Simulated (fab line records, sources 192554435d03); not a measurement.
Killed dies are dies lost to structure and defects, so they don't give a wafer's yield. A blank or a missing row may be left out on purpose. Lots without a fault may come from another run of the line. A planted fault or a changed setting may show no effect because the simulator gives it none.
Which tool did it? | flow n5_finfet | 9 lots, 25 wafers sampled, at 5 steps of a route of 1938

WHAT THE GAUGES READ, wafer by wafer
N5_BEOL_M4_RC_MEAS_101. Usual: DIBL_N 36.1 mV/V, standard deviation 1.5; DIBL_P 36.1 mV/V, standard deviation 1.9; IOFF_N 0.159 nA/um, standard deviation 0.029; IOFF_P 0.21 nA/um, standard deviation 0.038; ION_N 675 uA/um, standard deviation 11; ION_P 464 uA/um, standard deviation 8.1; SS_N 71.5 mV/dec, standard deviation 0.57; SS_P 73.3 mV/dec, standard deviation 0.64; VT_N 249 mV, standard deviation 3.1; VT_P -250 mV, standard deviation 3.8.
lot  | measured     | on        | DIBL_N (mV/V)  | DIBL_P (mV/V)  | IOFF_N (nA/um)    | IOFF_P (nA/um) | ION_N (uA/um) | ION_P (uA/um) | SS_N (mV/dec)  | SS_P (mV/dec)  | VT_N (mV)   | VT_P (mV)      | flag
L841 | day 9 00:53  | prober-02 | 34.6 36.3 35.7 | 34.7 36.2 35.8 | 0.141 0.157 0.162 | 0.19 0.21 0.21 | 683 676 677   | 467 466 469   | 70.9 72.1 71.3 | 72.6 73.3 72.5 | 250 249 249 | -252 -250 -249 |
L843 | day 9 07:42  | prober-02 | 38.1 36.5      | 37.4 35.2      | 0.168 0.151       | 0.23 0.20      | 668 679       | 461 469       | 72.0 71.3      | 73.6 73.0      | 250 249     | -250 -250      |
L844 | day 9 09:17  | prober-01 | 41.1 38.0      | 40.4 37.7      | 0.275 0.186       | 0.29 0.23      | 687 684       | 470 465       | 72.1 72.0      | 74.6 74.4      | 245 247     | -248 -251      |
L845 | day 10 03:05 | prober-02 | 37.8 37.4 36.2 | 38.2 37.0 36.6 | 0.168 0.156 0.140 | 0.24 0.21 0.21 | 673 670 657   | 470 456 465   | 72.0 71.8 71.6 | 74.1 73.5 73.0 | 250 254 249 | -249 -249 -250 |
L851 | day 11 09:25 | prober-02 | 36.8 36.2 37.0 | 35.6 35.5 36.4 | 0.172 0.175 0.184 | 0.18 0.20 0.19 | 677 692 686   | 454 470 452   | 71.0 70.5 71.6 | 73.2 73.2 74.3 | 248 247 245 | -253 -252 -254 |
L854 | day 12 05:31 | prober-01 | 35.6 36.9 36.6 | 37.1 37.5 37.7 | 0.150 0.166 0.169 | 0.19 0.19 0.20 | 663 676 675   | 457 460 457   | 71.3 72.4 72.3 | 73.5 73.6 73.7 | 253 248 251 | -254 -254 -254 |
L856 | day 12 12:51 | prober-01 | 36.9 36.9 36.4 | 39.4 39.2 38.2 | 0.195 0.187 0.174 | 0.25 0.23 0.22 | 675 673 671   | 465 463 462   | 71.8 72.0 72.4 | 74.3 74.5 74.7 | 247 249 250 | -247 -252 -248 |
L857 | day 12 17:18 | prober-01 | 37.1 36.9 38.5 | 36.9 37.2 39.3 | 0.177 0.184 0.213 | 0.26 0.28 0.31 | 686 691 702   | 476 481 479   | 72.1 71.4 72.2 | 73.8 73.1 73.5 | 245 248 244 | -245 -241 -241 |
L859 | day 13 18:02 | prober-02 | 37.1 37.5 37.6 | 37.1 37.7 37.6 | 0.173 0.192 0.198 | 0.30 0.32 0.31 | 677 689 686   | 479 481 473   | 71.4 72.1 72.0 | 73.3 73.7 74.3 | 246 247 245 | -241 -242 -244 |

WHICH TOOL RAN EACH LOT (tool, then ch and the chambers of the sampled wafers, then the start)
lot  | N5_HKMG_FIN_STRIP_57              | N5_HKMG_FIN_ETCH_31               | N5_HKMG_FIN_STRIP_34              | N5_HKMG_FIN_ETCH_35
L841 | rie_diel-02 ch 1,2,3, day 5 04:38 | rie_diel-01 ch 0,2,3, day 5 07:37 | rie_diel-01 ch 0,2,3, day 5 07:52 | rie_diel-01 ch 0,2,3, day 5 07:53
L843 | rie_diel-01 ch 1,2, day 5 16:56   | rie_diel-01 ch 0,3, day 5 20:05   | rie_diel-01 ch 0,3, day 5 20:20   | rie_diel-01 ch 0,3, day 5 20:21
L844 | rie_diel-02 ch 0,2, day 5 19:03   | rie_diel-01 ch 0,2, day 5 23:06   | rie_diel-01 ch 0,2, day 5 23:20   | rie_diel-01 ch 0,2, day 5 23:22
L845 | rie_diel-02 ch 1,2, day 6 04:53   | rie_diel-01 ch 0,2,3, day 6 08:55 | rie_diel-01 ch 0,2,3, day 6 09:10 | rie_diel-01 ch 0,2,3, day 6 09:11
L851 | rie_diel-01 ch 1,3, day 7 15:31   | rie_diel-02 ch 0,3, day 7 18:53   | rie_diel-02 ch 0,3, day 7 19:08   | rie_diel-02 ch 0,3, day 7 19:10
L854 | rie_diel-06 ch 2,3, day 8 10:10   | rie_diel-06 ch 0,1,3, day 8 13:10 | rie_diel-06 ch 0,1,3, day 8 13:25 | rie_diel-06 ch 0,1,3, day 8 13:26
L856 | rie_diel-06 ch 2,3, day 8 23:07   | rie_diel-01 ch 1,3, day 9 02:33   | rie_diel-01 ch 1,3, day 9 02:48   | rie_diel-01 ch 1,3, day 9 02:49
L857 | rie_diel-02 ch 0,1,2, day 8 23:42 | rie_diel-06 ch 1,2,3, day 9 03:07 | rie_diel-06 ch 1,2,3, day 9 03:22 | rie_diel-06 ch 1,2,3, day 9 03:23
L859 | rie_diel-02 ch 0,2,3, day 9 13:11 | rie_diel-01 ch 1,3, day 9 16:16   | rie_diel-01 ch 1,3, day 9 16:31   | rie_diel-01 ch 1,3, day 9 16:32
- N5_HKMG_FIN_STRIP_57: strips in CF4.
- N5_HKMG_FIN_ETCH_31: etches SiARC in CF4, target depth 45.5 nm, time 75.8 s.
- N5_HKMG_FIN_STRIP_34: strips in CF4.
- N5_HKMG_FIN_ETCH_35: etches SOC in N2/H2, target depth 215.8 nm, time 243.4 s.

WHAT THE TOOLS THEMSELVES READ (means of the sampled wafers that have a number; where no wafer has one, the mark that the record gives instead)
N5_HKMG_FIN_STRIP_57. Usual: cf4_flow_sccm 150.0 sccm, standard deviation 0.43; chamber_pressure_mTorr 50.00 mTorr, standard deviation 0.042; drypump_motor_current_A 5.6 A, standard deviation 0.46; oes_product_au 0.83 a.u., standard deviation 0.071; rf_vpp_V 271.5 V, standard deviation 1.6; showerhead_plenum_p_Torr 1.81 Torr, standard deviation 0.061; throttle_valve_pct 13.51 %, standard deviation 0.23.
lot  | tool        | cf4_flow_sccm (sccm) | chamber_pressure_mTorr (mTorr) | drypump_motor_current_A (A) | oes_product_au (a.u.) | rf_vpp_V (V) | showerhead_plenum_p_Torr (Torr) | throttle_valve_pct (%) | flag
L841 | rie_diel-02 | 150.3                | 49.97                          | 5.4                         | 0.86                  | 271.4        | 1.83                            | 13.41                  |
L843 | rie_diel-01 | 149.8                | 50.02                          | 5.8                         | 0.70                  | 270.9        | 1.79                            | 13.82                  |
L844 | rie_diel-02 | 150.1                | 50.01                          | 5.8                         | 0.86                  | 272.6        | 1.85                            | 13.23                  |
L845 | rie_diel-02 | 150.3                | 50.04                          | 5.7                         | 0.83                  | 272.6        | 1.87                            | 13.32                  |
L851 | rie_diel-01 | 150.0                | 50.02                          | 5.5                         | 0.75                  | 270.9        | 1.78                            | 13.72                  |
L854 | rie_diel-06 | 150.3                | 49.99                          | 5.3                         | 0.87                  | 273.0        | 1.88                            | 13.46                  |
L856 | rie_diel-06 | 149.8                | 49.96                          | 5.3                         | 0.85                  | 273.0        | 1.88                            | 13.46                  |
L857 | rie_diel-02 | 150.2                | 50.02                          | 5.7                         | 0.82                  | 272.1        | 1.84                            | 13.34                  |
L859 | rie_diel-02 | 150.6                | 50.02                          | 5.4                         | 0.81                  | 271.5        | 1.81                            | 13.44                  |

N5_HKMG_FIN_ETCH_31. Usual: cf4_flow_sccm 100.04 sccm, standard deviation 0.28; chamber_pressure_mTorr 40.00 mTorr, standard deviation 0.036; drypump_motor_current_A 5.7 A, standard deviation 0.51; etch_rf_on_time_s 75.2 s, standard deviation 1.2; oes_product_au 0.70 a.u., standard deviation 0.066; rf_vpp_V 184.0 V, standard deviation 1.2; showerhead_plenum_p_Torr 2.15 Torr, standard deviation 0.078; throttle_valve_pct 15.59 %, standard deviation 0.2.
lot  | tool        | cf4_flow_sccm (sccm) | chamber_pressure_mTorr (mTorr) | drypump_motor_current_A (A) | etch_rf_on_time_s (s) | oes_product_au (a.u.) | rf_vpp_V (V) | showerhead_plenum_p_Torr (Torr) | throttle_valve_pct (%) | flag
L841 | rie_diel-01 | 100.15               | 39.98                          | 6.1                         | 74.9                  | 0.68                  | 182.8        | 2.09                            | 15.71                  |
L843 | rie_diel-01 | 100.14               | 40.03                          | 5.9                         | 74.8                  | 0.71                  | 183.2        | 2.07                            | 15.69                  |
L844 | rie_diel-01 | 100.04               | 40.02                          | 6.2                         | 74.1                  | 0.62                  | 183.6        | 2.08                            | 15.85                  |
L845 | rie_diel-01 | 99.83                | 40.02                          | 6.1                         | 75.5                  | 0.66                  | 183.1        | 2.08                            | 15.74                  |
L851 | rie_diel-02 | 100.25               | 39.96                          | 5.5                         | 75.7                  | 0.73                  | 184.3        | 2.15                            | 15.42                  |
L854 | rie_diel-06 | 100.01               | 39.99                          | 5.7                         | 75.7                  | 0.73                  | 185.3        | 2.19                            | 15.52                  |
L856 | rie_diel-01 | 99.98                | 40.00                          | 5.4                         | 76.1                  | 0.63                  | 183.3        | 2.11                            | 15.75                  |
L857 | rie_diel-06 | 99.98                | 39.99                          | 5.8                         | 74.5                  | 0.73                  | 184.5        | 2.19                            | 15.56                  |
L859 | rie_diel-01 | 99.94                | 40.04                          | 5.4                         | 76.5                  | 0.63                  | 182.0        | 2.11                            | 15.75                  |

N5_HKMG_FIN_STRIP_34. Usual: cf4_flow_sccm 150.0 sccm, standard deviation 0.45; chamber_pressure_mTorr 50.00 mTorr, standard deviation 0.042; drypump_motor_current_A 5.7 A, standard deviation 0.51; oes_product_au 0.81 a.u., standard deviation 0.076; rf_vpp_V 271.2 V, standard deviation 1.6; showerhead_plenum_p_Torr 1.80 Torr, standard deviation 0.061; throttle_valve_pct 13.57 %, standard deviation 0.22.
lot  | tool        | cf4_flow_sccm (sccm) | chamber_pressure_mTorr (mTorr) | drypump_motor_current_A (A) | oes_product_au (a.u.) | rf_vpp_V (V) | showerhead_plenum_p_Torr (Torr) | throttle_valve_pct (%) | flag
L841 | rie_diel-01 | 150.2                | 49.99                          | 6.1                         | 0.79                  | 270.2        | 1.76                            | 13.70                  |
L843 | rie_diel-01 | 150.4                | 49.98                          | 5.9                         | 0.81                  | 270.8        | 1.74                            | 13.65                  |
L844 | rie_diel-01 | 149.7                | 50.00                          | 6.2                         | 0.72                  | 270.7        | 1.75                            | 13.87                  |
L845 | rie_diel-01 | 150.2                | 50.05                          | 6.1                         | 0.77                  | 270.2        | 1.75                            | 13.73                  |
L851 | rie_diel-02 | 150.0                | 50.01                          | 5.4                         | 0.84                  | 271.2        | 1.80                            | 13.37                  |
L854 | rie_diel-06 | 149.7                | 50.02                          | 5.7                         | 0.84                  | 272.4        | 1.84                            | 13.48                  |
L856 | rie_diel-01 | 150.1                | 50.01                          | 5.4                         | 0.73                  | 270.9        | 1.77                            | 13.75                  |
L857 | rie_diel-06 | 149.8                | 50.01                          | 5.8                         | 0.83                  | 271.9        | 1.83                            | 13.52                  |
L859 | rie_diel-01 | 150.0                | 49.99                          | 5.4                         | 0.73                  | 270.2        | 1.77                            | 13.75                  |

N5_HKMG_FIN_ETCH_35. Usual: chamber_pressure_mTorr 30.000 mTorr, standard deviation 0.026; drypump_motor_current_A 5.7 A, standard deviation 0.51; h2_flow_sccm 200.0 sccm, standard deviation 0.57; oes_product_au 0.82 a.u., standard deviation 0.078; rf_vpp_V 141.8 V, standard deviation 1.2; run_length_s 267.1 s, standard deviation 0.42; showerhead_plenum_p_Torr 2.55 Torr, standard deviation 0.1; throttle_valve_pct 17.81 %, standard deviation 0.18.
lot  | tool        | chamber_pressure_mTorr (mTorr) | drypump_motor_current_A (A) | h2_flow_sccm (sccm) | oes_product_au (a.u.) | rf_vpp_V (V) | run_length_s (s) | showerhead_plenum_p_Torr (Torr) | throttle_valve_pct (%) | flag
L841 | rie_diel-01 | 29.996                         | 6.0                         | 200.4               | 0.79                  | 141.0        | 267.2            | 2.47                            | 17.86                  |
L843 | rie_diel-01 | 30.017                         | 5.9                         | 200.1               | 0.83                  | 141.9        | 246.7            | 2.46                            | 17.87                  | OFF
L844 | rie_diel-01 | 30.021                         | 6.2                         | 199.9               | 0.73                  | 142.1        | 246.7            | 2.46                            | 17.94                  | OFF
L845 | rie_diel-01 | 30.011                         | 6.1                         | 200.0               | 0.78                  | 141.2        | 253.8            | 2.46                            | 17.87                  | OFF
L851 | rie_diel-02 | 29.988                         | 5.5                         | 200.5               | 0.85                  | 142.1        | 267.2            | 2.56                            | 17.64                  |
L854 | rie_diel-06 | 30.004                         | 5.7                         | 200.3               | 0.85                  | 142.5        | 267.0            | 2.61                            | 17.79                  |
L856 | rie_diel-01 | 30.004                         | 5.4                         | 199.7               | 0.74                  | 140.6        | 267.0            | 2.50                            | 17.96                  |
L857 | rie_diel-06 | 29.998                         | 5.8                         | 199.9               | 0.84                  | 142.2        | 267.1            | 2.61                            | 17.82                  |
L859 | rie_diel-01 | 29.990                         | 5.4                         | 199.7               | 0.73                  | 140.9        | 267.3            | 2.50                            | 17.96                  |

THE ANSWER, worked out from the rows above alone
Rule: a lot is off if the mean of its wafers that have a number lies more than 3 standard deviations from the usual mean. A lot without any number at a reading at which 4 lots or more have one is off too. The other lots that the step has rows for count as sound. The gauges are gone through in route order, then the tools' own readings, and for those a lot's mean is taken as printed above. The first step at which some lot is off is used, and at that step the reading that is off furthest; a lot without a number counts as furthest.
Off: L843, L844, L845, at N5_HKMG_FIN_ETCH_35 (run_length_s).
A tool fits if, at that step or a process step before it, it ran every lot that is off, and no sound lot after the first of them. None of those tried fits.

WHAT THE SIMULATOR HAD PUT IN
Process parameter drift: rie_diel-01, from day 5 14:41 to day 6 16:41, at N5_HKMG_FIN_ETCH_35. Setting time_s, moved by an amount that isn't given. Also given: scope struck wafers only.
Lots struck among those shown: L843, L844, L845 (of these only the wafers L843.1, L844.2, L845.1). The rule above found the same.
